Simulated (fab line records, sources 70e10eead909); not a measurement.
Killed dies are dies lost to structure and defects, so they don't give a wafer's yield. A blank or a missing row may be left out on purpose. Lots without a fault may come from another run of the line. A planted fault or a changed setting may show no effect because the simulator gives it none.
Chamber matching | flow nand_harc | NHARC_A_BLC_STRIP_29 on rie_diel-05: 4 sister chambers
The step strips in CF4. 14 wafers are shown with their chamber, then 7 later ones without.

WAFERS WITH THEIR CHAMBER
wafer  | chamber | drypump_motor_current_A (A) | throttle_valve_pct (%) | rf_vpp_V (V)
L970.2 | 2       | 5.57                        | 13.295                 | 59.5
L970.4 | 3       | 5.42                        | 13.274                 | 60.3
L970.5 | 1       | 5.42                        | 13.281                 | 60.7
L974.2 | 0       | 5.66                        | 13.282                 | 59.5
L974.3 | 1       | 5.35                        | 13.280                 | 59.5
L974.5 | 0       | 5.65                        | 13.274                 | 58.8
L977.4 | 3       | 5.40                        | 13.289                 | 58.9
L977.5 | 1       | 5.35                        | 13.288                 | 58.6
L977.6 | 0       | 5.65                        | 13.291                 | 59.7
L981.2 | 0       | 5.65                        | 13.283                 | 58.9
L981.5 | 2       | 5.59                        | 13.282                 | 58.3
L981.6 | 1       | 5.41                        | 13.290                 | 59.7
L979.4 | 3       | 5.41                        | 13.282                 | 58.7
L979.5 | 1       | 5.43                        | 13.288                 | 59.6

SIGNATURES (means of the wafers above)
reading                 | chamber 0 | chamber 1 | chamber 2 | chamber 3 | scatter within a chamber
drypump_motor_current_A | 5.6525    | 5.3920    | 5.5800    | 5.4100    | 0.0256
throttle_valve_pct      | 13.28250  | 13.28540  | 13.28850  | 13.28167  | 0.00652
rf_vpp_V                | 59.225    | 59.620    | 58.900    | 59.300    | 0.711
Rule: a wafer's distance from a chamber is the root of the sum, over the readings, of the square of ((its reading less the chamber's mean) divided by the reading's scatter). The wafer belongs to the nearest chamber; if the next one is less than 2 further off, it can't be placed. The scatter: the root of (the sum of the squares of (reading less its chamber's mean) over the shown wafers, divided by (wafers less chambers)).

WAFERS WITHOUT THEIR CHAMBER
wafer  | drypump_motor_current_A (A) | throttle_valve_pct (%) | rf_vpp_V (V)
L979.6 | 5.65                        | 13.298                 | 59.8
L982.2 | 5.66                        | 13.257                 | 59.6
L982.3 | 5.33                        | 13.291                 | 60.3
L982.4 | 5.51                        | 13.276                 | 59.8
L988.2 | 5.38                        | 13.278                 | 61.0
L988.3 | 5.63                        | 13.276                 | 59.3
L988.4 | 5.43                        | 13.290                 | 60.1

WHICH CHAMBER EACH WENT THROUGH
wafer  | from the rows above          | in truth
L979.6 | can't be placed: 0 or 2      | 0
L982.2 | can't be placed: 0 or 2      | 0
L982.3 | can't be placed: 1 or 3      | 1
L982.4 | can't be placed: 2 or 3 or 1 | 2
L988.2 | can't be placed: 1 or 3      | 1
L988.3 | can't be placed: 0 or 2      | 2
L988.4 | can't be placed: 1 or 3      | 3
Placed correctly: 0 of 7. Can't be placed from these rows: 7 (the true chamber is among the candidates in 7). Placed wrongly: 0.
